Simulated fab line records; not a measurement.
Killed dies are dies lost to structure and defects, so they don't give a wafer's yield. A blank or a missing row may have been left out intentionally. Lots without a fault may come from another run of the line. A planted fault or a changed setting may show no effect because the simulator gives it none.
Which tool did it? | flow nand_harc | 19 lots with 57 wafers sampled at 6 steps, on a route of 1302 steps

WHAT EACH GAUGE READ, for each wafer
Not one reading of a measure or inspect step in the record can be checked against a usual standard deviation.

WHAT TOOL EACH LOT RAN ON (gives the tool, then ch and the chambers of the sampled wafers, and finally the start)
lot  | NHARC_A_STAIRCASE_TRIM_20          | NHARC_A_STAIRCASE_TRIM_187         | NHARC_A_STAIRCASE_TRIM_220         | NHARC_A_STAIRCASE_ETCH_221     | NHARC_A_STAIRCASE_TRIM_222     | NHARC_A_STAIRCASE_TRIM_224
L074 | rie_diel-02 ch 1,2, day 15 16:02   | rie_diel-03 ch 0,1,3, day 15 19:08 | rie_diel-08 ch 0,1,2, day 15 22:44 | rie_diel-08 ch 0,2,3, no start | rie_diel-08 ch 0,2,3, no start | rie_diel-08 ch 0,1, no start
L075 | rie_diel-02 ch 0,1,2, day 15 18:08 | rie_diel-08 ch 0,1,2, day 15 20:52 | rie_diel-08 ch 1,3, day 16 00:43   | rie_diel-08 ch 0,1,3, no start | rie_diel-08 ch 1,2,3, no start | rie_diel-08 ch 0,1,2, no start
L076 | rie_diel-02 ch 0,2,3, day 16 14:13 | rie_diel-02 ch 0,2,3, day 16 17:48 | rie_diel-08 ch 0,2,3, day 16 21:37 | rie_diel-08 ch 0,1,3, no start | rie_diel-08 ch 0,1,2, no start | rie_diel-08 ch 1,2,3, no start
L077 | rie_diel-03 ch 1,3, day 17 07:46   | rie_diel-03 ch 1,2, day 17 10:38   | rie_diel-03 ch 0,1,3, day 17 16:22 | rie_diel-03 ch 0,3, no start   | rie_diel-03 ch 0,3, no start   | rie_diel-03 ch 0,3, no start
L079 | rie_diel-08 ch 1,2,3, day 18 00:17 | rie_diel-03 ch 0,1,2, day 18 03:17 | rie_diel-02 ch 1,2,3, day 18 08:31 | rie_diel-02 ch 0,1,2, no start | rie_diel-02 ch 0,2,3, no start | rie_diel-02 ch 0,2,3, no start
L080 | rie_diel-08 ch 1,3, day 18 04:28   | rie_diel-03 ch 0,2,3, day 18 07:35 | rie_diel-08 ch 0,2,3, day 18 11:16 | rie_diel-08 ch 1,3, no start   | rie_diel-08 ch 0,1,3, no start | rie_diel-08 ch 2,3, no start
L083 | rie_diel-08 ch 0,1,2, day 19 02:11 | rie_diel-03 ch 0,2,3, day 19 04:54 | rie_diel-03 ch 0,2,3, day 19 09:19 | rie_diel-03 ch 0,1,3, no start | rie_diel-03 ch 0,2,3, no start | rie_diel-03 ch 1,2,3, no start
L082 | rie_diel-08 ch 0,3, day 19 05:50   | rie_diel-02 ch 0,2,3, day 19 08:33 | rie_diel-08 ch 0,1,2, day 19 12:34 | rie_diel-08 ch 0,1, no start   | rie_diel-08 ch 1,2,3, no start | rie_diel-08 ch 2,3, no start
L086 | rie_diel-02 ch 0,3, day 20 10:36   | rie_diel-08 ch 1,2,3, day 20 13:40 | rie_diel-03 ch 0,2,3, day 20 17:32 | rie_diel-03 ch 0,2, no start   | rie_diel-03 ch 0,2, no start   | rie_diel-03 ch 0,1, no start
L085 | rie_diel-02 ch 0,3, day 20 11:09   | rie_diel-03 ch 2,3, day 20 14:06   | rie_diel-08 ch 0,1,3, day 20 18:19 | rie_diel-08 ch 0,1,2, no start | rie_diel-08 ch 0,2,3, no start | rie_diel-08 ch 0,1,2, no start
L087 | rie_diel-03 ch 1,2, day 20 20:09   | rie_diel-08 ch 1,2,3, day 20 22:57 | rie_diel-08 ch 0,3, day 21 03:59   | rie_diel-08 ch 0,3, no start   | rie_diel-08 ch 1,3, no start   | rie_diel-08 ch 0,2,3, no start
L089 | rie_diel-02 ch 1,2, day 21 11:41   | rie_diel-02 ch 0,1, day 21 14:13   | rie_diel-02 ch 0,2,3, day 21 18:40 | rie_diel-02 ch 0,1,2, no start | rie_diel-02 ch 1,2,3, no start | rie_diel-02 ch 2,3, no start
L088 | rie_diel-08 ch 0,3, day 21 12:01   | rie_diel-08 ch 1,2,3, day 21 14:40 | rie_diel-03 ch 0,1,2, day 21 18:16 | rie_diel-03 ch 0,3, no start   | rie_diel-03 ch 1,2,3, no start | rie_diel-03 ch 2,3, no start
L091 | rie_diel-08 ch 0,1,2, day 22 10:41 | rie_diel-03 ch 0,2,3, day 22 13:32 | rie_diel-03 ch 1,2,3, day 22 17:26 | rie_diel-03 ch 0,1,3, no start | rie_diel-03 ch 0,1,3, no start | rie_diel-03 ch 2,3, no start
L090 | rie_diel-08 ch 0,1,2, day 22 11:02 | rie_diel-08 ch 0,1, day 22 13:44   | rie_diel-03 ch 0,1,3, day 22 17:47 | rie_diel-03 ch 2,3, no start   | rie_diel-03 ch 2,3, no start   | rie_diel-03 ch 0,2,3, no start
L093 | rie_diel-03 ch 0,2,3, day 23 12:31 | rie_diel-03 ch 0,1, day 23 22:47   | rie_diel-02 ch 0,2,3, day 24 02:42 | rie_diel-02 ch 1,2,3, no start | rie_diel-02 ch 0,1,2, no start | rie_diel-02 ch 0,3, no start
L095 | rie_diel-08 ch 1,2, day 24 08:22   | rie_diel-08 ch 0,1,3, day 24 10:56 | rie_diel-08 ch 0,2,3, day 24 14:39 | rie_diel-08 ch 0,2,3, no start | rie_diel-08 ch 0,3, no start   | rie_diel-08 ch 0,3, no start
L094 | rie_diel-02 ch 2,3, day 24 08:41   | rie_diel-03 ch 0,1,3, day 24 11:22 | rie_diel-08 ch 0,1,3, day 24 15:13 | rie_diel-08 ch 1,2, no start   | rie_diel-08 ch 1,2, no start   | rie_diel-08 ch 2,3, no start
L097 | rie_diel-03 ch 2,3, day 24 22:14   | rie_diel-08 ch 2,3, day 25 00:57   | rie_diel-08 ch 0,3, day 25 05:43   | rie_diel-08 ch 0,1,3, no start | rie_diel-08 ch 0,2,3, no start | rie_diel-08 ch 0,3, no start
- NHARC_A_STAIRCASE_TRIM_20: chemistry O2, time 211.2 s.
- NHARC_A_STAIRCASE_TRIM_187: chemistry O2, time 211.2 s.
- NHARC_A_STAIRCASE_TRIM_220: chemistry O2, time 211.2 s.
- NHARC_A_STAIRCASE_ETCH_221: etches the open film in C4F8/O2, target depth 100 nm, time 40.5 s.
- NHARC_A_STAIRCASE_TRIM_222: chemistry O2, time 211.2 s.
- NHARC_A_STAIRCASE_TRIM_224: chemistry O2, time 211.2 s.

AS READ BY THE TOOLS THEMSELVES (means over the sampled wafers that have a number; for cases with no such wafer, the mark the record gives instead)
NHARC_A_STAIRCASE_TRIM_20. Usual: chamber_pressure_mTorr 60.00 mTorr, standard deviation 0.064; drypump_motor_current_A 6.0 A, standard deviation 0.35; oes_product_au 0.999 a.u., standard deviation 0.0073; rf_vpp_V 57.8 V, standard deviation 0.87; showerhead_plenum_p_Torr 3.54 Torr, standard deviation 0.14; throttle_valve_pct 17.037 %, standard deviation 0.0085.
lot  | tool        | chamber_pressure_mTorr (mTorr) | drypump_motor_current_A (A) | oes_product_au (a.u.) | rf_vpp_V (V) | showerhead_plenum_p_Torr (Torr) | throttle_valve_pct (%) | flag
L074 | rie_diel-02 | 59.96                          | 5.9                         | 0.995                 | 58.3         | 3.71                            | 17.035                 |
L075 | rie_diel-02 | 59.97                          | 6.0                         | 0.999                 | 57.8         | 3.62                            | 17.034                 |
L076 | rie_diel-02 | 59.98                          | 6.2                         | 0.994                 | 57.6         | 3.46                            | 17.035                 |
L077 | rie_diel-03 | 60.05                          | 5.8                         | 0.991                 | 58.4         | 3.69                            | 17.034                 |
L079 | rie_diel-08 | 60.00                          | 6.0                         | 1.005                 | 57.7         | 3.59                            | 17.046                 |
L080 | rie_diel-08 | 60.01                          | 6.0                         | 0.998                 | 58.5         | 3.63                            | 17.039                 |
L083 | rie_diel-08 | 60.06                          | 6.1                         | 0.998                 | 58.4         | 3.48                            | 17.039                 |
L082 | rie_diel-08 | 60.01                          | 6.2                         | 0.992                 | 57.7         | 3.64                            | 17.042                 |
L086 | rie_diel-02 | 60.04                          | 5.9                         | 0.998                 | 57.6         | 3.39                            | 17.047                 |
L085 | rie_diel-02 | 59.98                          | 5.9                         | 0.997                 | 56.6         | 3.35                            | 17.042                 |
L087 | rie_diel-03 | 60.09                          | 5.9                         | 0.999                 | 57.2         | 3.55                            | 17.033                 |
L089 | rie_diel-02 | 60.02                          | 5.9                         | 0.995                 | 57.6         | 3.69                            | 17.042                 |
L088 | rie_diel-08 | 59.94                          | 6.2                         | 1.003                 | 58.6         | 3.63                            | 17.033                 |
L091 | rie_diel-08 | 60.04                          | 6.1                         | 1.000                 | 57.6         | 3.47                            | 17.038                 |
L090 | rie_diel-08 | 60.06                          | 6.1                         | 1.003                 | 57.0         | 3.47                            | 17.037                 |
L093 | rie_diel-03 | 59.99                          | 6.1                         | 1.005                 | 56.3         | 3.51                            | 17.042                 |
L095 | rie_diel-08 | 60.03                          | 5.9                         | 0.994                 | 57.3         | 3.46                            | 17.037                 |
L094 | rie_diel-02 | 60.06                          | 6.4                         | 0.987                 | 57.8         | 3.50                            | 17.041                 |
L097 | rie_diel-03 | 60.04                          | 6.3                         | 1.009                 | 57.8         | 3.60                            | 17.036                 |

NHARC_A_STAIRCASE_TRIM_187. Usual: chamber_pressure_mTorr 60.00 mTorr, standard deviation 0.053; drypump_motor_current_A 6.0 A, standard deviation 0.34; oes_product_au 0.999 a.u., standard deviation 0.0074; rf_vpp_V 57.8 V, standard deviation 0.85; showerhead_plenum_p_Torr 3.54 Torr, standard deviation 0.14; throttle_valve_pct 17.036 %, standard deviation 0.0093.
lot  | tool        | chamber_pressure_mTorr (mTorr) | drypump_motor_current_A (A) | oes_product_au (a.u.) | rf_vpp_V (V) | showerhead_plenum_p_Torr (Torr) | throttle_valve_pct (%) | flag
L074 | rie_diel-03 | 60.01                          | 5.8                         | 0.993                 | 58.9         | 3.62                            | 17.034                 |
L075 | rie_diel-08 | 60.01                          | 6.1                         | 1.003                 | 58.5         | 3.50                            | 17.041                 |
L076 | rie_diel-02 | 60.06                          | 6.1                         | 0.993                 | 58.0         | 3.46                            | 17.040                 |
L077 | rie_diel-03 | 60.03                          | 5.9                         | 0.992                 | 58.0         | 3.57                            | 17.040                 |
L079 | rie_diel-03 | 59.99                          | 5.9                         | 1.004                 | 57.2         | 3.50                            | 17.030                 |
L080 | rie_diel-03 | 59.98                          | 6.1                         | 0.989                 | 57.5         | 3.53                            | 17.045                 |
L083 | rie_diel-03 | 60.03                          | 6.1                         | 0.998                 | 57.8         | 3.52                            | 17.038                 |
L082 | rie_diel-02 | 60.00                          | 6.1                         | 0.994                 | 58.6         | 3.45                            | 17.039                 |
L086 | rie_diel-08 | 59.99                          | 6.0                         | 1.007                 | 58.4         | 3.57                            | 17.036                 |
L085 | rie_diel-03 | 60.00                          | 6.3                         | 1.004                 | 58.5         | 3.62                            | 17.028                 |
L087 | rie_diel-08 | 60.01                          | 6.0                         | 1.004                 | 57.6         | 3.57                            | 17.048                 |
L089 | rie_diel-02 | 60.05                          | 5.8                         | 0.999                 | 57.6         | 3.53                            | 17.034                 |
L088 | rie_diel-08 | 60.05                          | 6.0                         | 1.009                 | 57.6         | 3.57                            | 17.025                 |
L091 | rie_diel-03 | 60.05                          | 6.1                         | 0.998                 | 57.1         | 3.51                            | 17.030                 |
L090 | rie_diel-08 | 60.01                          | 6.2                         | 1.002                 | 57.2         | 3.43                            | 17.037                 |
L093 | rie_diel-03 | 59.98                          | 5.6                         | 1.003                 | 57.8         | 3.55                            | 17.035                 |
L095 | rie_diel-08 | 60.02                          | 6.0                         | 1.003                 | 58.2         | 3.52                            | 17.034                 |
L094 | rie_diel-03 | 59.93                          | 5.8                         | 0.995                 | 57.9         | 3.58                            | 17.032                 |
L097 | rie_diel-08 | 60.00                          | 6.1                         | 1.006                 | 57.7         | 3.59                            | 17.031                 |

NHARC_A_STAIRCASE_TRIM_220. Usual: chamber_pressure_mTorr 60.00 mTorr, standard deviation 0.049; drypump_motor_current_A 6.1 A, standard deviation 0.32; oes_product_au 1.000 a.u., standard deviation 0.0075; rf_vpp_V 57.8 V, standard deviation 0.95; showerhead_plenum_p_Torr 3.53 Torr, standard deviation 0.14; throttle_valve_pct 17.037 %, standard deviation 0.0092.
lot  | tool        | chamber_pressure_mTorr (mTorr) | drypump_motor_current_A (A) | oes_product_au (a.u.) | rf_vpp_V (V) | showerhead_plenum_p_Torr (Torr) | throttle_valve_pct (%) | flag
L074 | rie_diel-08 | 60.02                          | 6.1                         | 1.009                 | 57.8         | 3.50                            | 17.038                 |
L075 | rie_diel-08 | 59.98                          | 5.8                         | 1.004                 | 57.7         | 3.55                            | 17.038                 |
L076 | rie_diel-08 | 60.07                          | 6.2                         | 1.007                 | 57.5         | 3.59                            | 17.039                 |
L077 | rie_diel-03 | 59.98                          | 5.8                         | 1.002                 | 58.3         | 3.62                            | 17.036                 |
L079 | rie_diel-02 | 60.01                          | 6.0                         | 1.002                 | 58.5         | 3.56                            | 17.032                 |
L080 | rie_diel-08 | 59.98                          | 6.2                         | 0.998                 | 57.4         | 3.58                            | 17.025                 |
L083 | rie_diel-03 | 60.01                          | 6.1                         | 0.987                 | 57.8         | 3.52                            | 17.034                 |
L082 | rie_diel-08 | 59.95                          | 6.1                         | 1.001                 | 57.6         | 3.48                            | 17.039                 |
L086 | rie_diel-03 | 60.03                          | 6.1                         | 1.002                 | 57.4         | 3.52                            | 17.031                 |
L085 | rie_diel-08 | 59.99                          | 6.1                         | 1.001                 | 58.1         | 3.53                            | 17.045                 |
L087 | rie_diel-08 | 60.03                          | 6.3                         | 1.001                 | 57.1         | 3.53                            | 17.037                 |
L089 | rie_diel-02 | 60.02                          | 6.1                         | 0.999                 | 56.9         | 3.45                            | 17.032                 |
L088 | rie_diel-03 | 59.97                          | 5.9                         | 1.001                 | 57.8         | 3.48                            | 17.045                 |
L091 | rie_diel-03 | 60.02                          | 6.1                         | 1.003                 | 58.2         | 3.57                            | 17.033                 |
L090 | rie_diel-03 | 59.98                          | 5.8                         | 0.999                 | 58.5         | 3.59                            | 17.031                 |
L093 | rie_diel-02 | 60.01                          | 6.2                         | 0.995                 | 57.4         | 3.44                            | 17.033                 |
L095 | rie_diel-08 | 59.99                          | 6.2                         | 1.001                 | 58.2         | 3.56                            | 17.035                 |
L094 | rie_diel-08 | 59.97                          | 6.1                         | 0.998                 | 57.9         | 3.52                            | 17.038                 |
L097 | rie_diel-08 | 59.98                          | 6.3                         | 0.996                 | 57.8         | 3.52                            | 17.042                 |

NHARC_A_STAIRCASE_ETCH_221. Usual: chamber_pressure_mTorr 25.001 mTorr, standard deviation 0.023; oes_product_au 0.942 a.u., standard deviation 0.014; rf_vpp_V 896 V, standard deviation 5.1.
lot  | tool        | chamber_pressure_mTorr (mTorr) | oes_product_au (a.u.) | rf_vpp_V (V) | flag
L074 | rie_diel-08 | 25.024                         | 0.966                 | 898          |
L075 | rie_diel-08 | 24.982                         | 0.958                 | 896          |
L076 | rie_diel-08 | 24.994                         | 0.944                 | 896          |
L077 | rie_diel-03 | 25.001                         | 0.938                 | 896          |
L079 | rie_diel-02 | 25.016                         | 0.941                 | 899          |
L080 | rie_diel-08 | 24.998                         | 0.952                 | 900          |
L083 | rie_diel-03 | 24.984                         | 0.931                 | 898          |
L082 | rie_diel-08 | 25.014                         | 0.943                 | 893          |
L086 | rie_diel-03 | 24.989                         | 0.922                 | 892          |
L085 | rie_diel-08 | 25.011                         | 0.954                 | 895          |
L087 | rie_diel-08 | 25.001                         | 0.945                 | 899          |
L089 | rie_diel-02 | 25.016                         | 0.934                 | 898          |
L088 | rie_diel-03 | 25.028                         | 0.957                 | 900          |
L091 | rie_diel-03 | 25.015                         | 0.941                 | 897          |
L090 | rie_diel-03 | 24.982                         | 0.933                 | 894          |
L093 | rie_diel-02 | 24.990                         | 0.920                 | 896          |
L095 | rie_diel-08 | 25.028                         | 0.937                 | 897          |
L094 | rie_diel-08 | 25.002                         | 0.946                 | 895          |
L097 | rie_diel-08 | 25.010                         | 0.945                 | 895          |

NHARC_A_STAIRCASE_TRIM_222. Usual: chamber_pressure_mTorr 59.99 mTorr, standard deviation 0.055; drypump_motor_current_A 6.1 A, standard deviation 0.34; oes_product_au 1.000 a.u., standard deviation 0.0069; rf_vpp_V 57.8 V, standard deviation 0.8; showerhead_plenum_p_Torr 3.54 Torr, standard deviation 0.14; throttle_valve_pct 17.036 %, standard deviation 0.01.
lot  | tool        | chamber_pressure_mTorr (mTorr) | drypump_motor_current_A (A) | oes_product_au (a.u.) | rf_vpp_V (V) | showerhead_plenum_p_Torr (Torr) | throttle_valve_pct (%) | flag
L074 | rie_diel-08 | 60.06                          | 6.2                         | 1.004                 | 57.5         | 3.59                            | 17.030                 |
L075 | rie_diel-08 | 59.95                          | 6.0                         | 1.007                 | 57.4         | 3.59                            | 17.035                 |
L076 | rie_diel-08 | 59.99                          | 6.1                         | 1.004                 | 57.2         | 3.49                            | 17.041                 |
L077 | rie_diel-03 | 59.93                          | 5.9                         | 0.991                 | 58.3         | 3.55                            | 17.037                 |
L079 | rie_diel-02 | 59.98                          | 6.1                         | 1.003                 | 57.7         | 3.46                            | 17.034                 |
L080 | rie_diel-08 | 60.04                          | 6.1                         | 1.000                 | 57.9         | 3.54                            | 17.044                 |
L083 | rie_diel-03 | 60.04                          | 6.1                         | 1.001                 | 58.0         | 3.52                            | 17.029                 |
L082 | rie_diel-08 | 59.99                          | 6.0                         | 0.999                 | 58.2         | 3.58                            | 17.042                 |
L086 | rie_diel-03 | 59.97                          | 6.2                         | 1.001                 | 57.4         | 3.40                            | 17.028                 |
L085 | rie_diel-08 | 60.01                          | 6.3                         | 1.002                 | 57.8         | 3.57                            | 17.044                 |
L087 | rie_diel-08 | 60.01                          | 5.9                         | 1.009                 | 58.1         | 3.62                            | 17.034                 |
L089 | rie_diel-02 | 59.95                          | 6.0                         | 0.999                 | 57.8         | 3.55                            | 17.029                 |
L088 | rie_diel-03 | 59.99                          | 6.1                         | 1.007                 | 58.3         | 3.58                            | 17.037                 |
L091 | rie_diel-03 | 59.96                          | 5.8                         | 0.997                 | 57.8         | 3.59                            | 17.023                 |
L090 | rie_diel-03 | 60.05                          | 6.3                         | 0.995                 | 58.2         | 3.49                            | 17.031                 |
L093 | rie_diel-02 | 60.02                          | 6.0                         | 0.995                 | 57.9         | 3.58                            | 17.036                 |
L095 | rie_diel-08 | 59.98                          | 6.2                         | 1.004                 | 57.4         | 3.62                            | 17.033                 |
L094 | rie_diel-08 | 60.00                          | 5.9                         | 0.999                 | 58.5         | 3.46                            | 17.025                 |
L097 | rie_diel-08 | 59.98                          | 6.2                         | 0.998                 | 57.3         | 3.56                            | 17.040                 |

NHARC_A_STAIRCASE_TRIM_224. Usual: chamber_pressure_mTorr 60.00 mTorr, standard deviation 0.056; drypump_motor_current_A 6.1 A, standard deviation 0.32; oes_product_au 1.000 a.u., standard deviation 0.0065; rf_vpp_V 57.9 V, standard deviation 0.97; showerhead_plenum_p_Torr 3.54 Torr, standard deviation 0.14; throttle_valve_pct 17.037 %, standard deviation 0.0086.
lot  | tool        | chamber_pressure_mTorr (mTorr) | drypump_motor_current_A (A) | oes_product_au (a.u.) | rf_vpp_V (V) | showerhead_plenum_p_Torr (Torr) | throttle_valve_pct (%) | flag
L074 | rie_diel-08 | 59.97                          | 6.2                         | 1.002                 | 57.1         | 3.46                            | 17.027                 |
L075 | rie_diel-08 | 59.98                          | 6.1                         | 1.001                 | 57.4         | 3.50                            | 17.032                 |
L076 | rie_diel-08 | 60.00                          | 6.0                         | 1.006                 | 57.7         | 3.59                            | 17.036                 |
L077 | rie_diel-03 | 59.94                          | 6.0                         | 0.994                 | 58.1         | 3.65                            | 17.045                 |
L079 | rie_diel-02 | 60.03                          | 6.1                         | 1.004                 | 57.6         | 3.46                            | 17.047                 |
L080 | rie_diel-08 | 59.96                          | 6.1                         | 1.006                 | 57.3         | 3.68                            | 17.039                 |
L083 | rie_diel-03 | 59.98                          | 6.1                         | 1.000                 | 57.6         | 3.59                            | 17.037                 |
L082 | rie_diel-08 | 59.99                          | 6.1                         | 1.000                 | 58.6         | 3.68                            | 17.042                 |
L086 | rie_diel-03 | 59.96                          | 5.6                         | 0.991                 | 58.3         | 3.57                            | 17.036                 |
L085 | rie_diel-08 | 59.97                          | 6.1                         | 1.004                 | 58.8         | 3.48                            | 17.031                 |
L087 | rie_diel-08 | 59.97                          | 6.3                         | 1.004                 | 58.4         | 3.57                            | 17.035                 |
L089 | rie_diel-02 | 60.01                          | 6.1                         | 0.994                 | 57.3         | 3.40                            | 17.033                 |
L088 | rie_diel-03 | 60.04                          | 6.4                         | 1.006                 | 58.1         | 3.50                            | 17.036                 |
L091 | rie_diel-03 | 60.03                          | 6.3                         | 1.003                 | 58.2         | 3.61                            | 17.041                 |
L090 | rie_diel-03 | 60.01                          | 6.1                         | 1.005                 | 57.7         | 3.51                            | 17.038                 |
L093 | rie_diel-02 | 60.09                          | 5.9                         | 0.996                 | 56.8         | 3.33                            | 17.047                 |
L095 | rie_diel-08 | 60.00                          | 6.2                         | 0.999                 | 57.3         | 3.62                            | 17.041                 |
L094 | rie_diel-08 | 59.95                          | 6.1                         | 0.998                 | 58.1         | 3.66                            | 17.038                 |
L097 | rie_diel-08 | 60.06                          | 6.3                         | 0.997                 | 58.0         | 3.52                            | 17.033                 |

THE ANSWER, worked out from the rows above alone
Rule: take the mean of a lot's wafers that have a number; if it is more than 3 standard deviations from the usual mean, the lot is off. Also off: a lot with no number at a reading for which 4 or more lots have one. Any other lot the step has rows for is counted as sound. After the gauges, taken in route order, come the tools' own readings; for these a lot's mean is taken, as printed above. The first step at which some lot is off is used, and at that step the reading that is off furthest; a lot without a number counts as furthest.
Across all readings shown, no lot is off: no conclusion can be drawn from this.

WHAT HAD BEEN PUT IN BY THE SIMULATOR
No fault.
